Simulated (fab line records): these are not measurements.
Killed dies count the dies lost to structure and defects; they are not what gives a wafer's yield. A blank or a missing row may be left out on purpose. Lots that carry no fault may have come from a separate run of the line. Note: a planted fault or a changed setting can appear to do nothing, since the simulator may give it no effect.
fab line records	flow nand_harc
record: lots: 7	wafers: 21	last_day: 32
route steps=1302 shown A_STAIRCASE@844 END@1302
lots untouched by any fault: they come from a run of this same line in which no faults occurred
start_h: hours from the record's opening day to when the first of the lot's shown wafers began	wait_h: hours since the lot's step before	" the same as in the row above	L1.1+2: a row that stands for several wafers	- either no value or no given start	* or withheld: withheld	< > ~ a bound
route shown NAME@n: a module of which the file shows steps, and the number in the route of the first	usual: mean/standard deviation of fault-free wafers	same: alike in all rows	chamber/n: place in a boat	sites: the reading at each site	_std_site: standard deviation across them	_edge_site: outer sites' mean less inner sites'	radius_mm: how far each site lies from the wafer's centre	mask NAME#n: copy n	behind: the tool/chamber that last shaped the wafer	hold: reason for holding the lot/hours on hold/outcome of the hold	device: which transistor (n, p or np) failed to switch	end of line: tests of these same wafers at the route's end	a step with no rows: only its recipe	killed: dies lost to structure and defects at the first sort, not the wafer's yield	map: a wafer's dies, marking killed ones x, the rest . and places with no die _
set.NAME: the setting as run; set.NAME@STEP: as run at that earlier step	model.NAME: the simulator's own value behind a step, which no gauge read
lots at some steps of the route; a table a step, a row a wafer
services: a tool's chamber out of use, with start hour (start_h, from the record's first day; less than 0 if before it), hours out, and reason
== steps ==
step: NHARC_A_STAIRCASE_DEP_417
recipe: target_thk_a: 600	step_coverage_pct: 20	temp_c: 400	target_thk_nm: 60	flow_sccm: 200	rf_w: 450	material: Si3N4
usual: heater_power_outer_w: 425/78	heater_power_w: 706/110
lot.wafer	tool	chamber	start_h	wait_h	heater_power_outer_w	heater_power_w
L392.1	pecvd-02	2	422.94	-	461	738
L392.5	"	1	"	"	548	849
L392.6	"	2	"	"	456	765
L393.1	pecvd-01	0	429.17	-	393	622
L393.2	"	1	"	"	549	858
L393.5	"	0	"	"	403	632
L395.1	pecvd-01	2	449.73	-	430	767
L395.6	"	0	"	"	425	663
L395.4	"	1	"	"	510	808
L396.2	pecvd-01	2	450.12	-	413	754
L396.4	"	2	"	"	416	744
L396.6	"	0	"	"	350	571
L406.2	pecvd-02	0	566.30	-	333	609
L406.1	"	1	"	"	548	890
L406.6	"	2	"	"	365	617
L407.2	pecvd-03	0	571.53	-	311	570
L407.6	"	2	"	"	513	843
L407.4	"	0	"	"	315	564
L409.2	pecvd-01	1	596.93	-	525	845
L409.6	"	0	"	"	436	688
L409.5	"	1	"	"	518	830
step: NHARC_A_STAIRCASE_WET_418
recipe: temp_c: 160	target_depth_a: 200	chemistry: H3PO4
step: NHARC_A_STAIRCASE_PRECLEAN_419
recipe: time_s: *	temp_c: 50	bath_age_min: 0	chemistry: SC1
step: NHARC_A_STAIRCASE_SRD_421
step: NHARC_A_STAIRCASE_ALD_420
recipe: target_thk_a: 200	pulse_time_s: 6	ald_cycles: 200	temp_c: 300	material: SiO2
usual: heater_power_w: 483/47	precursor_pulse_height_rel: 1.000/0.021
same: pulse_time_s: 6
lot.wafer	tool	chamber	start_h	wait_h	heater_power_w	precursor_pulse_height_rel
L392.1	ald_hk-03	2	426.17	-	465	0.983
L392.5	"	3	"	"	500	1.012
L392.6	"	0	"	"	457	0.971
L393.1	ald_hk-01	0	433.41	-	436	0.987
L393.2	"	2	"	"	520	0.968
L393.5	"	0	"	"	441	0.982
L395.1	ald_hk-02	3	452.35	-	461	1.015
L395.4	"	1	"	"	498	1.003
L395.6	"	3	"	"	452	1.001
L396.4	ald_hk-01	0	452.56	0.3	446	0.993
L396.2	"	2	"	"	528	1.019
L396.6	"	0	"	"	450	0.998
L406.2	ald_hk-03	2	568.97	-	471	0.969
L406.1	"	0	"	"	453	1.027
L406.6	"	2	"	"	476	0.996
L407.4	ald_hk-01	2	574.15	-	514	0.985
L407.2	"	3	"	"	503	0.998
L407.6	"	2	"	"	525	0.986
L409.2	ald_hk-02	1	599.58	-	479	1.018
L409.5	"	1	"	"	489	0.993
L409.6	"	2	"	"	396	0.978
step: NHARC_A_STAIRCASE_CVD_552
recipe: target_thk_a: 400	temp_c: 700	pressure_mtorr: 300	material: SiNx
step: NHARC_A_STAIRCASE_DEP_151
recipe: target_thk_a: 72000	temp_c: 400	target_thk_nm: 7200	teos_flow_sccm: 200	rf_w: 500	material: SiO2
usual: heater_power_outer_w: 387/75	heater_power_w: 658/110
lot.wafer	tool	chamber	start_h	wait_h	heater_power_outer_w	heater_power_w
L392.1	pecvd-01	2	433.83	0.4	478	826
L392.6	"	2	"	"	358	692
L392.5	"	1	"	"	428	719
L393.1	pecvd-02	1	441.38	0.4	506	813
L393.2	"	0	"	"	377	663
L393.5	"	0	"	"	283	539
L396.2	pecvd-02	2	460.63	0.6	376	639
L396.6	"	1	"	"	405	674
L396.4	"	2	"	"	340	597
L395.1	pecvd-01	0	460.72	0.7	387	619
L395.6	"	1	"	"	431	713
L395.4	"	2	"	"	362	687
L406.1	pecvd-02	1	577.09	0.4	535	816
L406.2	"	0	"	"	353	625
L406.6	"	2	"	"	337	589
L407.2	pecvd-01	0	582.38	0.5	426	643
L407.4	"	0	"	"	319	534
L407.6	"	1	"	"	452	729
L409.2	pecvd-02	1	607.80	0.5	531	833
L409.5	"	0	"	"	271	525
L409.6	"	2	"	"	327	564
step: NHARC_A_STAIRCASE_ANNEAL_320
recipe: temp_c: 750	time_s: 1800
step: NHARC_A_STAIRCASE_DEP_322
recipe: target_thk_a: 72000	temp_c: 400	target_thk_nm: 7200	teos_flow_sccm: 200	rf_w: 500	material: SiO2
usual: heater_power_outer_w: 378/73	heater_power_w: 638/100
lot.wafer	tool	chamber	start_h	wait_h	heater_power_outer_w	heater_power_w
L392.1	pecvd-01	1	441.31	0.2	490	791
L392.6	"	0	"	"	319	526
L392.5	"	2	"	"	368	683
L393.1	pecvd-02	0	451.10	0.4	294	539
L393.2	"	1	"	"	441	731
L393.5	"	0	"	"	288	548
L395.1	pecvd-03	0	470.11	0.2	312	540
L395.6	"	2	"	"	391	669
L395.4	"	0	"	"	241	450
L396.2	pecvd-02	1	470.21	0.3	527	824
L396.6	"	2	"	"	335	570
L396.4	"	1	"	"	429	705
L406.2	pecvd-03	0	585.41	0.1	322	559
L406.1	"	1	"	"	409	651
L406.6	"	0	"	"	254	465
L407.2	pecvd-01	0	591.09	0.1	359	574
L407.6	"	0	"	"	326	526
L407.4	"	2	"	"	324	626
L409.2	pecvd-03	1	612.79	0.2	434	677
L409.5	"	0	"	"	250	467
L409.6	"	2	"	"	401	694
step: NHARC_A_STAIRCASE_ANNEAL_323
recipe: temp_c: 750	time_s: 1800
step: NHARC_A_STAIRCASE_DEP_325
recipe: target_thk_a: 72000	temp_c: 400	target_thk_nm: 7200	teos_flow_sccm: 200	rf_w: 500	material: SiO2
usual: heater_power_outer_w: 387/80	heater_power_w: 655/110
lot.wafer	tool	chamber	start_h	wait_h	heater_power_outer_w	heater_power_w
L392.1	pecvd-03	0	451.02	0.6	311	555
L392.6	"	2	"	"	395	680
L392.5	"	0	"	"	242	470
L393.1	pecvd-02	1	459.78	0.1	-	-
L393.2	"	0	"	"	-	-
L393.5	"	0	"	"	-	-
L395.1	pecvd-03	1	477.94	0.2	-	-
L395.4	"	1	"	"	-	-
L395.6	"	2	"	"	-	-
L396.2	pecvd-02	0	478.03	0.3	-	-
L396.4	"	2	"	"	-	-
L396.6	"	0	"	"	-	-
L406.2	pecvd-03	1	596.12	0.1	397	613
L406.1	"	0	"	"	319	564
L406.6	"	2	"	"	400	677
L407.2	pecvd-01	0	596.27	0.2	337	562
L407.4	"	0	"	"	327	547
L407.6	"	2	"	"	321	596
L409.2	pecvd-01	1	620.49	0.1	513	823
L409.5	"	1	"	"	447	748
L409.6	"	0	"	"	326	545
step: NHARC_A_STAIRCASE_ANNEAL_326
recipe: temp_c: 750	time_s: 1800
step: NHARC_END_SORT_01
recipe: temp_c: 25
usual: killed_at_array: 54/12	killed_at_other: 0.7/1.1	killed_at_periphery: 3.9/2.8	killed_dies: 59/13	killed_open: 3.4/2	killed_short: 2.5/1.7
same: gross_dies: 677
lot.wafer	tool	chamber	start_h	wait_h	killed_at_array	killed_at_other	killed_at_periphery	killed_dies	killed_open	killed_short
L393.1	prober-02	0	599.38	2.5	674	1	2	677	4	2
L393.2	prober-02	0	600.17	2.8	675	0	2	677	4	2
L393.5	prober-02	0	602.56	3.7	674	1	2	677	2	3
L395.1	prober-02	0	622.67	2.5	672	0	5	677	3	3
L395.4	prober-02	0	625.05	3.4	676	0	1	677	5	8
L395.6	prober-02	0	626.63	4.0	673	1	3	677	2	2
L396.2	prober-01	0	623.53	2.8	671	2	4	677	1	3
L396.4	prober-01	0	625.13	3.4	673	2	2	677	3	3
L396.6	prober-01	0	626.73	4.0	667	3	7	677	4	3
L407.2	prober-01	0	732.36	2.8	42	0	1	43	2	0
L407.4	prober-01	0	733.96	3.4	39	1	3	43	6	2
L407.6	prober-01	0	735.55	4.0	41	2	7	50	4	6
L406.1	prober-02	0	735.03	2.5	52	0	1	53	6	0
L406.2	prober-02	0	735.83	2.8	45	0	3	48	3	2
L406.6	prober-02	0	739.01	4.0	61	0	4	65	3	1
killed by level:class
L393.1 A_STAIRCASE:area_dep=630 A_SLIT:chamber_film_flake=22 A_CHANNEL_HOLE_D2:chamber_film_flake=9 A_CONTACT:chamber_film_flake=6 P_CONTACT:geometric_particle:open=1 A_ONON_D1:geometric_particle:open=1 A_SGD_CUT:geometric_particle:short=1 A_BLC:geometric_particle:open=1
L393.2 A_STAIRCASE:area_dep=633 A_SLIT:chamber_film_flake=26 A_CHANNEL_HOLE_D2:chamber_film_flake=6 A_CONTACT:chamber_film_flake=3 P_CONTACT:geometric_particle:open=2 A_ONON_D2:geometric_particle:short=1 A_CHANNEL_FILL_D2:geometric_particle:open=1 A_SGD_CUT:geometric_particle:short=1
L393.5 A_STAIRCASE:area_dep=625 A_SLIT:chamber_film_flake=26 A_CHANNEL_HOLE_D2:chamber_film_flake=12 A_WL_FILL:geometric_particle:short=2 P_ZERO_WELL:chamber_film_flake=2 A_CHANNEL_HOLE_D1:chamber_film_flake=2 A_CHANNEL_HOLE_D1:geometric_particle:short=1 A_CHANNEL_FILL_D1:geometric_particle:open=1
L395.1 A_STAIRCASE:area_dep=626 A_SLIT:chamber_film_flake=19 A_CHANNEL_HOLE_D2:chamber_film_flake=7 A_STAIRCASE:chamber_film_flake=5 A_BONDPAD:chamber_film_flake=4 A_CHANNEL_HOLE_D1:chamber_film_flake=3 A_ONON_D1:geometric_particle:open=2 A_CONTACT:chamber_film_flake=2
L396.2 A_STAIRCASE:area_dep=602 A_CHANNEL_HOLE_D2:chamber_film_flake=26 A_CHANNEL_HOLE_D1:chamber_film_flake=21 A_STAIRCASE:chamber_film_flake=7 A_CONTACT:chamber_film_flake=5 P_GATE:chamber_film_flake=2 A_SLIT:chamber_film_flake=2 THIN_TSV:chamber_film_flake=2
L395.4 A_STAIRCASE:area_dep=622 A_SLIT:chamber_film_flake=20 A_CHANNEL_HOLE_D2:chamber_film_flake=9 A_STAIRCASE:chamber_film_flake=6 A_M0:geometric_particle:short=3 A_BONDPAD:chamber_film_flake=3 A_CONTACT:chamber_film_flake=2 A_ONON_D1:geometric_particle:open=1
L396.4 A_STAIRCASE:area_dep=598 A_CHANNEL_HOLE_D1:chamber_film_flake=25 A_CHANNEL_HOLE_D2:chamber_film_flake=22 A_CONTACT:chamber_film_flake=8 A_STAIRCASE:chamber_film_flake=5 A_BONDPAD:chamber_film_flake=5 A_CHANNEL_FILL_D2:geometric_particle:short=2 P_M0:chamber_film_flake=2
L395.6 A_STAIRCASE:area_dep=626 A_SLIT:chamber_film_flake=27 A_CHANNEL_HOLE_D2:chamber_film_flake=7 A_STAIRCASE:chamber_film_flake=5 A_CHANNEL_HOLE_D1:chamber_film_flake=2 A_BONDPAD:chamber_film_flake=2 P_CONTACT:geometric_particle:open=1 P_CONTACT:geometric_particle:short=1
L396.6 A_STAIRCASE:area_dep=588 A_CHANNEL_HOLE_D1:chamber_film_flake=29 A_CHANNEL_HOLE_D2:chamber_film_flake=23 A_CONTACT:chamber_film_flake=10 A_M1:chamber_film_flake=5 P_M0:chamber_film_flake=3 A_STAIRCASE:chamber_film_flake=3 P_M0:geometric_particle:open=2
L407.2 A_CHANNEL_HOLE_D1:chamber_film_flake=30 A_SLIT:chamber_film_flake=6 A_CONTACT:chamber_film_flake=2 P_M0:geometric_particle:open=1 A_WL_FILL:geometric_particle:open=1 A_STAIRCASE:chamber_film_flake=1 A_WL_FILL:chamber_film_flake=1 A_M1:chamber_film_flake=1
L407.4 A_CHANNEL_HOLE_D1:chamber_film_flake=26 A_CONTACT:chamber_film_flake=5 A_SLIT:chamber_film_flake=2 P_M1:geometric_particle:open=1 P_M2:geometric_particle:open=1 A_CHANNEL_HOLE_D1:geometric_particle:open=1 A_ONON_D2:geometric_particle:short=1 A_ONON_D2:geometric_particle:open=1
L406.1 A_SLIT:chamber_film_flake=26 A_CONTACT:chamber_film_flake=8 A_CHANNEL_HOLE_D2:chamber_film_flake=5 A_CHANNEL_HOLE_D1:chamber_film_flake=2 A_DECK1_JOINT:chamber_film_flake=2 A_CHANNEL_FILL_D2:chamber_film_flake=2 P_CONTACT:geometric_particle:open=1 A_ONON_D1:geometric_particle:open=1
L407.6 A_CHANNEL_HOLE_D1:chamber_film_flake=24 A_STAIRCASE:chamber_film_flake=4 A_SLIT:chamber_film_flake=4 P_GATE:chamber_film_flake=3 A_ONON_D2:geometric_particle:short=2 THIN_TSV:chamber_film_flake=2 P_M0:geometric_particle:open=1 P_M0:geometric_particle:short=1
L406.2 A_SLIT:chamber_film_flake=22 A_CHANNEL_HOLE_D2:chamber_film_flake=8 A_CHANNEL_HOLE_D1:chamber_film_flake=5 P_GATE:geometric_particle:open=2 A_DECK1_JOINT:chamber_film_flake=2 A_STAIRCASE:chamber_film_flake=2 A_CONTACT:chamber_film_flake=2 A_CHANNEL_FILL_D1:geometric_particle:short=1
L406.6 A_SLIT:chamber_film_flake=24 A_CHANNEL_HOLE_D1:chamber_film_flake=15 A_CHANNEL_HOLE_D2:chamber_film_flake=11 A_CONTACT:chamber_film_flake=4 A_DECK1_JOINT:chamber_film_flake=3 P_CONTACT:geometric_particle:open=2 A_SGD_CUT:chamber_film_flake=2 A_CHANNEL_FILL_D1:geometric_particle:open=1
map L393.1 (x killed, . not)
____________x____________
_________xxxxxxx_________
_______xxxxxxxxxxx_______
______xxxxxxxxxxxxx______
_____xxxxxxxxxxxxxxx_____
____xxxxxxxxxxxxxxxxx____
____xxxxxxxxxxxxxxxxx____
___xxxxxxxxxxxxxxxxxxx___
___xxxxxxxxxxxxxxxxxxx___
__xxxxxxxxxxxxxxxxxxxxx__
__xxxxxxxxxxxxxxxxxxxxx__
_xxxxxxxxxxxxxxxxxxxxxxx_
_xxxxxxxxxxxxxxxxxxxxxxx_
_xxxxxxxxxxxxxxxxxxxxxxx_
_xxxxxxxxxxxxxxxxxxxxxxx_
_xxxxxxxxxxxxxxxxxxxxxxx_
xxxxxxxxxxxxxxxxxxxxxxxxx
xxxxxxxxxxxxxxxxxxxxxxxxx
xxxxxxxxxxxxxxxxxxxxxxxxx
xxxxxxxxxxxxxxxxxxxxxxxxx
xxxxxxxxxxxxxxxxxxxxxxxxx
_xxxxxxxxxxxxxxxxxxxxxxx_
_xxxxxxxxxxxxxxxxxxxxxxx_
_xxxxxxxxxxxxxxxxxxxxxxx_
_xxxxxxxxxxxxxxxxxxxxxxx_
_xxxxxxxxxxxxxxxxxxxxxxx_
__xxxxxxxxxxxxxxxxxxxxx__
__xxxxxxxxxxxxxxxxxxxxx__
___xxxxxxxxxxxxxxxxxxx___
___xxxxxxxxxxxxxxxxxxx___
____xxxxxxxxxxxxxxxxx____
____xxxxxxxxxxxxxxxxx____
_____xxxxxxxxxxxxxxx_____
______xxxxxxxxxxxxx______
_______xxxxxxxxxxx_______
_________xxxxxxx_________
____________x____________
map L395.1 (x killed, . not)
____________x____________
_________xxxxxxx_________
_______xxxxxxxxxxx_______
______xxxxxxxxxxxxx______
_____xxxxxxxxxxxxxxx_____
____xxxxxxxxxxxxxxxxx____
____xxxxxxxxxxxxxxxxx____
___xxxxxxxxxxxxxxxxxxx___
___xxxxxxxxxxxxxxxxxxx___
__xxxxxxxxxxxxxxxxxxxxx__
__xxxxxxxxxxxxxxxxxxxxx__
_xxxxxxxxxxxxxxxxxxxxxxx_
_xxxxxxxxxxxxxxxxxxxxxxx_
_xxxxxxxxxxxxxxxxxxxxxxx_
_xxxxxxxxxxxxxxxxxxxxxxx_
_xxxxxxxxxxxxxxxxxxxxxxx_
xxxxxxxxxxxxxxxxxxxxxxxxx
xxxxxxxxxxxxxxxxxxxxxxxxx
xxxxxxxxxxxxxxxxxxxxxxxxx
xxxxxxxxxxxxxxxxxxxxxxxxx
xxxxxxxxxxxxxxxxxxxxxxxxx
_xxxxxxxxxxxxxxxxxxxxxxx_
_xxxxxxxxxxxxxxxxxxxxxxx_
_xxxxxxxxxxxxxxxxxxxxxxx_
_xxxxxxxxxxxxxxxxxxxxxxx_
_xxxxxxxxxxxxxxxxxxxxxxx_
__xxxxxxxxxxxxxxxxxxxxx__
__xxxxxxxxxxxxxxxxxxxxx__
___xxxxxxxxxxxxxxxxxxx___
___xxxxxxxxxxxxxxxxxxx___
____xxxxxxxxxxxxxxxxx____
____xxxxxxxxxxxxxxxxx____
_____xxxxxxxxxxxxxxx_____
______xxxxxxxxxxxxx______
_______xxxxxxxxxxx_______
_________xxxxxxx_________
____________x____________
== services ==
tool	chamber	start_h	hours	kind
pecvd-02	-	408.16	13.0	pm
pecvd-02	0	408.16	13.0	vent_cycle
pecvd-02	1	408.16	13.0	vent_cycle
pecvd-02	2	408.16	13.0	vent_cycle
ald_hk-01	-	418.26	3.8	repair
pecvd-02	0	421.16	-	clean
pecvd-02	1	421.16	-	clean
pecvd-02	2	421.16	-	clean
ald_hk-01	-	475.52	10.0	pm
pecvd-03	1	479.31	8.4	repair
pecvd-01	-	492.07	13.0	pm
pecvd-01	0	492.07	13.0	vent_cycle
pecvd-01	1	492.07	13.0	vent_cycle
pecvd-01	2	492.07	13.0	vent_cycle
pecvd-03	0	504.16	5.4	repair
pecvd-01	0	505.07	-	clean
pecvd-01	1	505.07	-	clean
pecvd-01	2	505.07	-	clean
ald_hk-02	-	527.95	10.0	pm
pecvd-03	-	547.93	13.0	pm
pecvd-02	-	552.46	1.6	repair
pecvd-01	-	567.02	2.1	repair
pecvd-02	-	589.16	13.0	pm
pecvd-02	0	589.16	13.0	vent_cycle
== key ==
first_sign: step: NHARC_A_STAIRCASE_DEP_325	reading: tool_record	direction: missing
effect: step: NHARC_END_SORT_01	reading: killed_at_array	direction: up	sigmas: 50	usual: 54	struck: 673
more_kills_born_at: NHARC_A_STAIRCASE_DEP_325@pecvd-02: 3676	NHARC_A_STAIRCASE_DEP_325@pecvd-03: 1874
met_at NHARC_A_STAIRCASE_DEP_325
struck_wafers L393.1,L393.2,L393.5,L395.1,L395.4,L395.6,L396.2,L396.4,L396.6
later_rows_left_out L393.1,L393.2,L393.5,L395.1,L395.4,L395.6,L396.2,L396.4,L396.6
tester_left_out L393,L395,L396
onset_between 451.02 459.78
fault: kind: skipped_step_whole	tool: pecvd-02,pecvd-03	chamber: -	onset_h: 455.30	steps: NHARC_A_STAIRCASE_DEP_325	scope: struck_lots_only
tester_left_out: of these lots the tester's yield and bins aren't shown, on N5 and GAA mostly nor the transistor test; their killed dies are dies lost to structure and defects alone, not to doping, threshold or leakage, so they don't give the yield
later_rows_left_out: the simulator's readings of these wafers behind a module that went badly wrong aren't trusted and aren't shown, but for the sort
